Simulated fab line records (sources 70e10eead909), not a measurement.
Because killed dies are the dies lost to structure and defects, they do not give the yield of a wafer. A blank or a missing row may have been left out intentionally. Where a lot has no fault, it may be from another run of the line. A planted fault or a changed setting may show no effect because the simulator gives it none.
Chamber matching + flow nandHarc + rieDiel-11 running NHARC_A_WL_FILL_STRIP_29: 4 sister chambers
The step strips in O2, time 20 s. 16 wafers are shown with their chamber, then 8 later ones without.

== WAFERS, EACH WITH ITS CHAMBER ==
| wafer  | chamber | showerheadPlenumPTorr (Torr) | drypumpMotorCurrentA (A) | oesProductAu (a.u.) |
|--------|---------|------------------------------|--------------------------|---------------------|
| L075.2 | 0       | 3.69                         | 5.3                      | 1.011               |
| L075.3 | 3       | 3.44                         | 5.0                      | 0.996               |
| L075.5 | 3       | 3.44                         | 5.0                      | 0.991               |
| L083.1 | 3       | 3.44                         | 5.0                      | 0.991               |
| L083.2 | 0       | 3.68                         | 5.3                      | 1.014               |
| L083.3 | 1       | 3.75                         | 5.6                      | 0.999               |
| L084.3 | 0       | 3.68                         | 5.2                      | 1.020               |
| L084.4 | 2       | 3.32                         | 5.5                      | 1.003               |
| L084.5 | 3       | 3.44                         | 5.0                      | 0.999               |
| L087.1 | 1       | 3.75                         | 5.6                      | 0.999               |
| L087.3 | 2       | 3.32                         | 5.5                      | 1.009               |
| L087.6 | 2       | 3.32                         | 5.5                      | 1.001               |
| L094.3 | 0       | 3.68                         | 5.3                      | 1.007               |
| L094.4 | 1       | 3.75                         | 5.6                      | 1.004               |
| L094.5 | 1       | 3.75                         | 5.6                      | 1.005               |
| L092.2 | 3       | 3.44                         | 5.0                      | 0.998               |

SIGNATURES (means of the wafers above)
| reading               | chamber 0 | chamber 1 | chamber 2 | chamber 3 | scatter within a chamber |
|-----------------------|-----------|-----------|-----------|-----------|--------------------------|
| showerheadPlenumPTorr | 3.6825    | 3.7500    | 3.3200    | 3.4400    | 0.0025                   |
| drypumpMotorCurrentA  | 5.275     | 5.600     | 5.500     | 5.000     | 0.025                    |
| oesProductAu          | 1.01300   | 1.00175   | 1.00433   | 0.99500   | 0.00422                  |
Rule: for each reading, subtract the chamber's mean from the wafer's reading, divide by that reading's scatter and square the result; add these up over the readings and take the root, which gives the wafer's distance from the chamber. If the next closest chamber is less than 2 further off than the closest, the wafer can't be placed; otherwise it belongs to the closest. The scatter: take each reading less its chamber's mean, square it, sum over the shown wafers, divide by the number of wafers less the number of chambers, and take the root.

== WAFERS WITHOUT THEIR CHAMBER ==
| wafer  | showerheadPlenumPTorr (Torr) | drypumpMotorCurrentA (A) | oesProductAu (a.u.) |
|--------|------------------------------|--------------------------|---------------------|
| L092.3 | 3.75                         | 5.6                      | 0.998               |
| L092.6 | 3.44                         | 5.1                      | 0.993               |
| L093.2 | 3.44                         | 5.0                      | 1.000               |
| L093.3 | 3.32                         | 5.5                      | 0.998               |
| L093.5 | 3.32                         | 5.5                      | 1.001               |
| L097.2 | 3.68                         | 5.2                      | 1.005               |
| L097.5 | 3.68                         | 5.3                      | 1.020               |
| L097.6 | 3.44                         | 5.0                      | 1.011               |

== WHICH CHAMBER EACH WENT THROUGH ==
| wafer  | from the rows above | in truth |
|--------|---------------------|----------|
| L092.3 | 1                   | 1        |
| L092.6 | 3                   | 3        |
| L093.2 | 3                   | 3        |
| L093.3 | 2                   | 2        |
| L093.5 | 2                   | 2        |
| L097.2 | 0                   | 0        |
| L097.5 | 0                   | 0        |
| L097.6 | 3                   | 3        |
8 of 8 placed correctly. From these rows, 0 cannot be placed. Number placed wrongly: 0.
